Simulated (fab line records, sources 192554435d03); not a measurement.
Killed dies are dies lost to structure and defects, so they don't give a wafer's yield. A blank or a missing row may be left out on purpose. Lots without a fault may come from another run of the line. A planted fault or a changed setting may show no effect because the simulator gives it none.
Chamber matching | flow n5_finfet | N5_ILD0_LINER_00 on ald_sin-03: 4 sister chambers
The step material SiNx, target thk 4 nm, pulse time 1 s, purge time 2 s. 18 wafers are shown with their chamber, then 9 later ones without.

WAFERS WITH THEIR CHAMBER
wafer  | chamber | heater_power_w (W) | precursor_pulse_height_rel
L229.1 | 1       | 990                | 0.985
L229.2 | 2       | 960                | 1.014
L229.6 | 1       | 980                | 0.985
L230.3 | 3       | 845                | 0.990
L230.4 | 0       | 756                | 1.046
L230.5 | 1       | 979                | 0.982
L233.3 | 2       | 945                | 1.007
L233.4 | 2       | 958                | 1.016
L233.6 | 3       | 857                | 0.982
L235.1 | 1       | 988                | 0.984
L235.3 | 3       | 856                | 0.982
L235.5 | 3       | 843                | 0.985
L236.1 | 3       | 843                | 0.946
L236.2 | 0       | 729                | 1.029
L236.3 | 2       | 931                | 1.023
L241.2 | 1       | 988                | 1.005
L241.5 | 1       | 979                | 0.995
L241.6 | 0       | 742                | 0.991

SIGNATURES (means of the wafers above)
reading                    | chamber 0 | chamber 1 | chamber 2 | chamber 3 | scatter within a chamber
heater_power_w             | 742.33    | 984.00    | 948.50    | 848.80    | 9.41
precursor_pulse_height_rel | 1.02200   | 0.98933   | 1.01500   | 0.97700   | 0.0155
Rule: a wafer's distance from a chamber is the root of the sum, over the readings, of the square of ((its reading less the chamber's mean) divided by the reading's scatter). The wafer belongs to the nearest chamber; if the next one is less than 2 further off, it can't be placed. The scatter: the root of (the sum of the squares of (reading less its chamber's mean) over the shown wafers, divided by (wafers less chambers)).

WAFERS WITHOUT THEIR CHAMBER
wafer  | heater_power_w (W) | precursor_pulse_height_rel
L245.1 | 994                | 1.004
L245.3 | 741                | 1.014
L245.6 | 949                | 1.034
L248.1 | 993                | 0.989
L248.2 | 954                | 1.028
L248.6 | 980                | 0.965
L250.1 | 964                | 1.012
L250.2 | 857                | 1.009
L250.3 | 762                | 0.986

WHICH CHAMBER EACH WENT THROUGH
wafer  | from the rows above     | in truth
L245.1 | 1                       | 1
L245.3 | 0                       | 0
L245.6 | 2                       | 2
L248.1 | 1                       | 1
L248.2 | 2                       | 2
L248.6 | 1                       | 1
L250.1 | can't be placed: 2 or 1 | 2
L250.2 | 3                       | 3
L250.3 | 0                       | 0
Placed correctly: 8 of 9. Can't be placed from these rows: 1 (the true chamber is among the candidates in 1). Placed wrongly: 0.
